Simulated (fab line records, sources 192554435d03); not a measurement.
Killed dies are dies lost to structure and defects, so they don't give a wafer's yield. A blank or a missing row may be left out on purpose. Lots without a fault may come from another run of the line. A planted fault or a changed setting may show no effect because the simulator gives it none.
Chamber matching | flow n5_finfet | N5_BEOL_M10_PECVD_70 on pecvd-04: 3 sister chambers
The step deposits SiO2 from TEOS/O2, target thk 20 nm, time 22.7 s. 3 wafers are shown with their chamber, then 7 later ones without.

WAFERS WITH THEIR CHAMBER
wafer  | chamber | throttle_valve_pct (%)
L088.5 | 1       | 23.3
L091.2 | 2       | 25.0
L091.5 | 0       | 22.3

WAFERS WITHOUT THEIR CHAMBER
wafer  | throttle_valve_pct (%)
L091.6 | 25.1
L095.1 | 25.2
L095.2 | 23.5
L095.3 | 22.1
L095.4 | 23.3
L095.5 | 22.0
L095.6 | 25.3

WHICH CHAMBER EACH WENT THROUGH
wafer  | from the rows above | in truth
L091.6 | 2                   | 2
L095.1 | 2                   | 2
L095.2 | 1                   | 1
L095.3 | 0                   | 0
L095.4 | 1                   | 1
L095.5 | 0                   | 0
L095.6 | 2                   | 2
Placed correctly: 7 of 7. Can't be placed from these rows: 0. Placed wrongly: 0.
How it was worked out, from the rows above alone: a wafer's distance from a chamber is the root of the sum, over the readings, of the square of ((its reading less the chamber's mean) divided by the reading's scatter). The wafer belongs to the nearest chamber; if the next one is less than 2 further off, it can't be placed. A chamber's mean is the mean of its shown wafers. The scatter: with one shown wafer a chamber, the root of the mean of the squares of how far each hidden wafer lies from its nearest shown one.
